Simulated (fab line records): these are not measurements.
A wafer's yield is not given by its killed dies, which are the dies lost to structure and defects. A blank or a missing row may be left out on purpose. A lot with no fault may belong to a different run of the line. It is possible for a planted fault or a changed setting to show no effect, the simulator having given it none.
fab line records	flow n5Finfet
record lots=5	wafers=14	lastDay=20
route steps=1938 shown MOL_CONTACT_COAG@523 PASSIVATION@1936
lots that met no fault: taken from a fault-free run of the same line
startH: hours from the record's first day to the start of the lot's first wafer shown	waitH: hours since the lot's step before	" identical to the entry in the row above	L1.1+2: one row covering several wafers at once	- no value, or no start given	* or withheld: withheld	< > ~ a bound
route shown NAME@n: names a module that has steps shown in the file, with the first one's number in the route	usual: average and standard deviation across the fault-free wafers	same: alike in all rows	chamber/n: place in a boat	sites: each site's reading	_std_site: standard deviation of those values	_edge_site: mean of outer sites minus mean of inner sites	radiusMm: for every site, how far away it sits from the centre of the wafer	mask NAME#n: copy n	behind: the last tool/chamber to shape the wafer	hold: the reason the lot was held/the length of the hold in hours/how it ended	device: the transistor (n, p or np) that didn't switch	end of line: the route-end tests of the same wafers	step lacking rows: just its recipe	killed: not the wafer's yield, but the dies lost to structure and defects at the first sort	map: a wafer's dies, marking killed ones x, the rest . and places with no die _
set.NAME: the setting the step ran with; set.NAME@STEP: the setting that earlier step ran with	model.NAME: the simulator's own value behind a step, which no gauge read
lots at selected steps of the route; one table per step, one row per wafer
services: a tool's chamber out of use, with start hour (startH, from the record's first day; less than 0 if before it), hours out, and reason
## steps
# step N5_MOL_CONTACT_COAG_EXPOSE_05
# recipe maskId=CA	na=0.33	sourceShape=annular	sigmaInner=0.4	sigmaOuter=0.8	polarization=unpolarized	defocusNm=0	doseMj=38.25
# step N5_MOL_CONTACT_COAG_PEB_06
# recipe pebTempC=100	pebTimeS=60	resist=CAR-EUV
# step N5_MOL_CONTACT_COAG_DEVELOP_07
# recipe developTimeS=30	developer=TMAH	resist=CAR-EUV	rinseLiquid=surfactantRinse	dry=airSpin	devTempC=23
# step N5_MOL_CONTACT_COAG_CD_MEAS_08
# recipe targetCdNm=28	landingEnergyEv=500	detector=seInlens	polarity=opening
# usual cdNm=27.84/0.22
lot.wafer	tool	chamber	startH	waitH	cdNm
L845.2	cdSem-01	0	110.11	-	27.75
L845.3	"	0	"	"	27.80
L845.6	"	0	"	"	28.02
L853.3	cdSem-03	0	153.95	-	28.23
L853.5	"	0	"	"	27.42
L858.2	cdSem-01	0	183.24	-	27.88
L858.4	"	0	"	"	27.62
L858.6	"	0	"	"	27.54
L860.2	cdSem-02	0	194.22	-	27.83
L860.4	"	0	"	"	27.64
L860.6	"	0	"	"	27.84
L864.1	cdSem-03	0	223.25	-	27.76
L864.5	"	0	"	"	27.88
L864.6	"	0	"	"	28.23
# step N5_MOL_CONTACT_COAG_OVL_MEAS_09
# recipe pointsPerWafer=522
# usual CA_OVL=0.2/0.66
lot.wafer	tool	chamber	startH	waitH	CA_OVL[nm]
L845.2	overlay-01	0	110.15	0.0	-0.4
L845.3	"	0	"	"	0.1
L845.6	"	0	"	"	-0.7
L853.3	overlay-01	0	153.99	0.0	0.4
L853.5	"	0	"	"	0.2
L858.2	overlay-01	0	183.28	0.0	0.1
L858.4	"	0	"	"	-0.8
L858.6	"	0	"	"	-0.4
L860.2	overlay-02	0	194.25	0.0	0.6
L860.4	"	0	"	"	1.1
L860.6	"	0	"	"	0.8
L864.1	overlay-01	0	223.28	0.0	-0.9
L864.5	"	0	"	"	-0.5
L864.6	"	0	"	"	-0.5
# step N5_MOL_CONTACT_COAG_INSPECT_10
# recipe mode=adi	inspectInstrument=brightfield
# usual rawDefectCount=73/29
lot.wafer	tool	chamber	startH	waitH	rawDefectCount
L845.2	defectInspect-01	-	110.20	0.0	99
L845.3	"	-	"	"	113
L845.6	"	-	"	"	65
L853.3	defectInspect-02	-	154.04	0.0	98
L853.5	"	-	"	"	47
L858.2	defectInspect-02	-	183.33	0.0	84
L858.4	"	-	"	"	107
L858.6	"	-	"	"	56
L860.2	defectInspect-02	-	194.31	0.0	49
L860.4	"	-	"	"	21
L860.6	"	-	"	"	43
L864.1	defectInspect-02	-	223.49	0.2	50
L864.5	"	-	"	"	49
L864.6	"	-	"	"	50
# step N5_MOL_CONTACT_COAG_DESCUM_13
# recipe chemistry=O2	timeS=7	sourcePowerW=50	biasPowerW=20	pressureMtorr=20	rfFrequencyHz=2.712e+07	tempC=40	resist=CAR-EUV	o2FlowSccm=225
# usual drypumpMotorCurrentA=5.6/0.41	oesProductAu=0.76/0.065	rfVppV=242.9/1.5	showerheadPlenumPTorr=2.08/0.072	tempC=40.00/0.1	throttleValvePct=20.46/0.23
lot.wafer	tool	chamber	startH	waitH	drypumpMotorCurrentA	oesProductAu	rfHoursCounterH	rfVppV	showerheadPlenumPTorr	tempC	throttleValvePct
L845.2	rieDiel-04	2	110.23	0.0	5.6	0.96	10	242.0	2.12	39.96	20.37
L845.3	"	3	"	"	5.5	0.78	125	240.1	2.04	39.94	20.56
L845.6	"	0	"	"	5.8	0.80	-	243.2	2.14	39.87	20.16
L853.3	rieDiel-05	2	154.13	0.1	5.3	0.72	209	245.0	2.14	40.06	20.35
L853.5	"	3	"	"	5.5	0.69	-	239.9	1.99	39.91	20.46
L858.2	rieDiel-04	0	183.37	0.0	5.8	0.78	130	243.2	2.13	39.96	20.20
L858.4	"	3	"	"	5.5	0.77	146	244.0	2.03	39.86	20.59
L858.6	"	3	"	"	5.4	0.77	-	242.6	2.03	40.03	20.59
L860.2	rieDiel-01	2	194.34	0.0	5.1	0.72	204	244.2	2.07	40.11	20.55
L860.4	"	0	"	"	6.3	0.68	239	245.4	2.17	40.14	20.78
L860.6	"	3	"	"	5.0	0.76	-	242.2	2.03	39.91	20.65
L864.1	rieDiel-05	1	223.56	0.1	6.2	0.77	147	243.7	2.10	40.19	20.86
L864.5	"	2	"	"	5.2	0.69	-	245.3	2.13	40.01	20.38
L864.6	"	1	"	"	6.2	0.77	-	242.6	2.10	40.18	20.85
# step N5_MOL_CONTACT_COAG_ETCH_59
# recipe chemistry=N2/H2	target=underlayer	targetDepthA=130	maskMaterial=CAR-EUV	timeS=10.4	ionEnergyEv=200	pressureMtorr=30	sourceW=840	biasW=150	n2FlowSccm=200	h2FlowSccm=200	ends=cleared
# usual drypumpMotorCurrentA=5.6/0.41	etchRfOnTimeS=10.34/0.28	oesProductAu=0.65/0.054	rfVppV=523.2/2.6	showerheadPlenumPTorr=2.51/0.094	throttleValvePct=17.83/0.22
lot.wafer	tool	chamber	startH	waitH	drypumpMotorCurrentA	etchRfOnTimeS	oesProductAu	rfHoursCounterH	rfVppV	showerheadPlenumPTorr	throttleValvePct
L845.2	rieDiel-04	2	110.27	0.0	5.6	9.92	0.82	10	524.9	2.59	17.84
L845.3	"	3	"	"	5.5	9.73	0.70	125	521.2	2.44	17.72
L845.6	"	0	"	"	5.8	10.35	0.67	-	524.0	2.57	17.56
L853.3	rieDiel-05	2	154.16	0.0	5.3	10.48	0.60	209	526.0	2.58	17.62
L853.5	"	3	"	"	5.5	10.46	0.59	-	518.6	2.37	17.56
L858.2	rieDiel-04	0	183.40	0.0	5.8	10.38	0.66	130	524.1	2.56	17.62
L858.4	"	3	"	"	5.5	9.87	0.68	146	521.1	2.43	17.74
L858.6	"	3	"	"	5.5	9.92	0.67	-	520.9	2.43	17.76
L860.2	rieDiel-01	2	194.37	0.0	5.1	10.21	0.62	204	524.1	2.55	18.33
L860.4	"	0	"	"	6.3	9.98	0.60	239	525.2	2.59	17.93
L860.6	"	3	"	"	5.0	10.50	0.66	-	520.4	2.41	17.75
L864.1	rieDiel-05	1	223.60	0.0	6.2	9.97	0.67	147	522.4	2.52	18.04
L864.5	"	2	"	"	5.2	10.70	0.58	-	525.8	2.57	17.64
L864.6	"	1	"	"	6.2	10.09	0.67	-	524.3	2.52	18.05
# step N5_MOL_CONTACT_COAG_ETCH_105
# recipe chemistry=CF4	target=SiARC	targetDepthA=156	maskMaterial=CAR-EUV	timeS=26	ionEnergyEv=80	pressureMtorr=40	sourceW=545	biasW=36	Ar_flow_sccm=100	cf4FlowSccm=100	ends=cleared
# usual cf4FlowSccm=99.9/0.3	drypumpMotorCurrentA=5.6/0.41	etchRfOnTimeS=25.9/0.77	oesProductAu=0.65/0.054	rfVppV=183.9/1.2	showerheadPlenumPTorr=2.12/0.071	throttleValvePct=15.63/0.21
lot.wafer	tool	chamber	startH	waitH	cf4FlowSccm	drypumpMotorCurrentA	etchRfOnTimeS	oesProductAu	rfHoursCounterH	rfVppV	showerheadPlenumPTorr	throttleValvePct
L845.2	rieDiel-04	2	110.29	0.0	99.6	5.6	24.7	0.82	10	185.2	2.21	15.77
L845.3	"	3	"	"	99.9	5.5	24.4	0.69	125	181.6	2.06	15.55
L845.6	"	0	"	"	99.8	5.8	25.9	0.68	-	184.4	2.13	15.12
L853.3	rieDiel-05	2	154.18	0.0	99.5	5.3	26.2	0.60	209	185.8	2.21	15.74
L853.5	"	3	"	"	99.4	5.5	26.4	0.59	-	181.0	2.05	15.61
L858.2	rieDiel-04	0	183.42	0.0	99.9	5.8	26.5	0.65	130	183.1	2.13	15.18
L858.4	"	3	"	"	100.1	5.5	24.7	0.68	146	183.1	2.05	15.58
L858.6	"	3	"	"	99.9	5.5	24.7	0.68	-	183.3	2.05	15.61
L860.2	rieDiel-01	2	194.39	0.0	100.3	5.2	25.1	0.62	204	183.7	2.11	15.69
L860.4	"	0	"	"	100.3	6.3	24.8	0.60	239	184.2	2.20	15.83
L860.6	"	3	"	"	100.0	5.0	26.0	0.66	-	184.1	2.06	15.73
L864.1	rieDiel-05	1	223.62	0.0	99.4	6.1	25.0	0.67	147	184.3	2.12	15.82
L864.5	"	2	"	"	99.7	5.3	26.9	0.59	-	185.2	2.20	15.76
L864.6	"	1	"	"	99.4	6.2	25.0	0.67	-	184.1	2.12	15.81
# step N5_MOL_CONTACT_COAG_ETCH_106
# recipe chemistry=N2/H2	target=SOC	targetDepthA=800	overetchA=160	maskMaterial=SiARC	tempC=40	timeS=120	ionEnergyEv=200	pressureMtorr=30	sourceW=840	biasW=150	n2FlowSccm=200	h2FlowSccm=200
# usual drypumpMotorCurrentA=5.6/0.41	oesProductAu=0.68/0.051	rfVppV=523.2/2.7	showerheadPlenumPTorr=2.51/0.094	tempC=39.99/0.12	throttleValvePct=17.80/0.22
lot.wafer	tool	chamber	startH	waitH	drypumpMotorCurrentA	oesProductAu	rfHoursCounterH	rfVppV	showerheadPlenumPTorr	tempC	throttleValvePct
L845.2	rieDiel-04	2	110.32	0.0	5.6	0.84	10	525.4	2.59	39.97	17.83
L845.3	"	3	"	"	5.5	0.71	125	521.3	2.44	40.17	17.70
L845.6	"	0	"	"	5.8	0.70	-	524.8	2.57	39.91	17.56
L853.3	rieDiel-05	2	154.21	0.0	5.2	0.63	209	526.3	2.58	39.98	17.60
L853.5	"	3	"	"	5.5	0.63	-	520.1	2.37	39.89	17.51
L858.2	rieDiel-04	0	183.45	0.0	5.9	0.69	130	524.1	2.56	40.04	17.56
L858.4	"	3	"	"	5.5	0.68	146	521.6	2.43	40.12	17.73
L858.6	"	3	"	"	5.5	0.69	-	519.4	2.43	40.01	17.74
L860.2	rieDiel-01	2	194.42	0.0	5.1	0.64	204	522.3	2.55	39.86	18.30
L860.4	"	0	"	"	6.3	0.61	239	524.9	2.59	39.80	17.91
L860.6	"	3	"	"	5.0	0.70	-	521.3	2.41	40.09	17.72
L864.1	rieDiel-05	1	223.64	0.0	6.2	0.68	147	523.7	2.52	39.92	18.01
L864.5	"	2	"	"	5.3	0.62	-	526.1	2.57	40.00	17.63
L864.6	"	1	"	"	6.2	0.68	-	525.2	2.52	39.90	18.02
# step N5_MOL_CONTACT_COAG_STRIP_107
# recipe chemistry=N2/H2	tempC=40	n2FlowSccm=200	h2FlowSccm=200	rfFrequencyHz=6e+07
# step N5_MOL_CONTACT_COAG_STRIP_108
# recipe chemistry=N2/H2	tempC=40	n2FlowSccm=200	h2FlowSccm=200	rfFrequencyHz=6e+07
# step N5_MOL_CONTACT_COAG_CONTACT_ETCH_14
# recipe chemistry=C4F6/O2	target=SiO2	targetDepthA=275	overetchA=85	maskMaterial=SOC	pressureMtorr=30	sourceW=370	biasW=185	Ar_flow_sccm=300	C4F6_flow_sccm=16	O2_flow_sccm=10	timeS=20	ionEnergyEv=259.6
# usual drypumpMotorCurrentA=5.6/0.41	oes_o_777_au=0.76/0.055	oesProductAu=0.65/0.049	rfVppV=692/3.4	showerheadPlenumPTorr=2.87/0.1	throttleValvePct=21.34/0.23
lot.wafer	tool	chamber	startH	waitH	drypumpMotorCurrentA	oes_o_777_au	oesProductAu	rfHoursCounterH	rfVppV	showerheadPlenumPTorr	throttleValvePct	model.SOC_of_MOL_CONTACT_COAG_COAT_103.thkNm
L845.2	rieDiel-04	2	110.42	0.0	5.6	0.91	0.80	10	696	2.98	21.58	78.4
L845.3	"	3	"	"	5.5	0.84	0.67	125	689	2.77	21.18	78.4
L845.6	"	0	"	"	5.8	0.80	0.67	-	695	2.89	20.77	78.2
L853.3	rieDiel-05	2	154.31	0.0	5.3	0.68	0.61	209	695	3.00	21.49	78.6
L853.5	"	3	"	"	5.5	0.70	0.59	-	687	2.76	21.32	79.2
L858.2	rieDiel-04	0	183.55	0.0	5.8	0.78	0.66	130	693	2.88	20.80	78.6
L858.4	"	3	"	"	5.5	0.83	0.65	146	690	2.76	21.23	78.4
L858.6	"	3	"	"	5.5	0.82	0.65	-	689	2.76	21.21	78.4
L860.2	rieDiel-01	2	194.52	0.0	5.1	0.75	0.61	204	692	2.86	21.47	78.6
L860.4	"	0	"	"	6.3	0.71	0.58	239	695	2.97	21.54	78.8
L860.6	"	3	"	"	5.0	0.79	0.67	-	689	2.76	21.32	78.8
L864.1	rieDiel-05	1	223.74	0.0	6.2	0.78	0.64	147	692	2.87	21.57	78.4
L864.5	"	2	"	"	5.2	0.67	0.59	-	694	2.99	21.52	78.4
L864.6	"	1	"	"	6.1	0.78	0.65	-	694	2.87	21.58	78.4
# step N5_MOL_CONTACT_COAG_STRIP_109
# recipe chemistry=C4F6/O2	resist=SiARC	rfFrequencyHz=6e+07
# step N5_PASSIVATION_PROBE_49
# usual killed_at_M0_to_M3=36/10	killed_at_M4_up=14/5.2	killedAtContacts=12/6	killedAtFrontEnd=37/10	killedAtOther=4/3.3	killedDies=104/18	killedOpen=68/14	killedShort=34/7.4
# same grossDies=1180	killedAtBackSide=0
lot.wafer	tool	chamber	startH	waitH	killed_at_M0_to_M3	killed_at_M4_up	killedAtContacts	killedAtFrontEnd	killedAtOther	killedDies	killedOpen	killedShort
L845.2	prober-01	-	337.25	0.1	37	11	9	34	1	92	55	37
L845.3	prober-01	-	337.30	0.1	30	12	2	41	2	87	62	25
L845.6	prober-01	-	337.45	0.3	29	15	5	31	8	88	55	27
L860.2	prober-02	-	439.47	0.1	74	11	7	28	11	131	96	34
L860.4	prober-02	-	439.57	0.2	39	19	8	38	4	108	77	30
L860.6	prober-02	-	439.67	0.3	38	18	8	27	2	93	67	26
# killed by level:class
L845.2 FIN_SAQP:geometricParticle:short=12 BEOL_M1:geometricParticle:open=11 MOL_CONTACT_COAG:geometricParticle:open=7 STI_FIN_REVEAL:geometricParticle:open=6 BEOL_M2:geometricParticle:open=6 BEOL_M4:geometricParticle:open=6 BEOL_M0_SAQP:geometricParticle:short=5 FIN_SAQP:geometricParticle:open=4
L845.3 STI_FIN_REVEAL:geometricParticle:open=12 BEOL_M2:geometricParticle:open=11 FIN_SAQP:geometricParticle:short=9 FIN_SAQP:geometricParticle:open=5 GATE_CUT:geometricParticle:short=5 BEOL_M1:geometricParticle:open=5 BEOL_M2:geometricParticle:short=4 BEOL_M0:geometricParticle:open=3
L845.6 BEOL_M1:geometricParticle:open=10 STI_FIN_REVEAL:geometricParticle:open=8 FIN_SAQP:geometricParticle:open=7 MOL_CONTACT_COAG:geometricParticle:open=5 BEOL_M1:geometricParticle:short=5 PASSIVATION:areaEtch=5 BEOL_M2:geometricParticle:open=4 BEOL_M4:geometricParticle:open=4
L860.2 BEOL_M1:geometricParticle:open=19 BEOL_M3:geometricParticle:open=11 BEOL_M0_SAQP:geometricParticle:short=10 BEOL_M0_SAQP:geometricParticle:open=10 BEOL_M2:geometricParticle:open=8 STI_FIN_REVEAL:geometricParticle:open=7 MOL_CONTACT_COAG:geometricParticle:open=7 PASS1_CAP:geometricParticle:open=6
L860.4 FIN_SAQP:geometricParticle:open=10 BEOL_M2:geometricParticle:open=9 STI_FIN_REVEAL:geometricParticle:open=9 BEOL_M1:geometricParticle:open=9 MOL_CONTACT_COAG:geometricParticle:open=6 BEOL_M0_SAQP:geometricParticle:short=6 BEOL_M3:geometricParticle:open=5 BEOL_M4:geometricParticle:open=5
L860.6 BEOL_M3:geometricParticle:open=11 BEOL_M2:geometricParticle:open=9 BEOL_M1:geometricParticle:open=8 BEOL_M4:geometricParticle:open=8 DUMMY_GATE:geometricParticle:open=7 MOL_CONTACT_COAG:geometricParticle:open=6 FIN_SAQP:geometricParticle:open=5 STI_FIN_REVEAL:geometricParticle:open=4
## services
tool	chamber	startH	hours	kind
rieDiel-01	2	171.91	16.9	repair
rieDiel-04	2	196.85	3.7	repair
rieDiel-01	0	223.62	-	clean
rieDiel-01	0	223.62	-	consumableReplace:focusRing
rieDiel-01	0	223.62	32.8	scheduledDown
rieDiel-01	0	223.62	32.8	ventCycle
## key
firstSign none at tools or gauges
modelEffect step=N5_MOL_CONTACT_COAG_CONTACT_ETCH_14	value=SOC_of_MOL_CONTACT_COAG_COAT_103.thkNm	without=78.8	struck=79.2
metAt N5_MOL_CONTACT_COAG_CONTACT_ETCH_14
struckWafers L853.5
testerLeftOut L853
fault kind=processParameterDrift	tool=rieDiel-05	chamber=-	onsetH=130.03	steps=N5_MOL_CONTACT_COAG_CONTACT_ETCH_14	channel=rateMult	offset=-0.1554	shape=step	endH=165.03	scope=struckWafersOnly
# testerLeftOut: of these lots the tester's yield and bins aren't shown, on N5 and GAA mostly nor the transistor test; their killed dies are dies lost to structure and defects alone, not to doping, threshold or leakage, so they don't give the yield
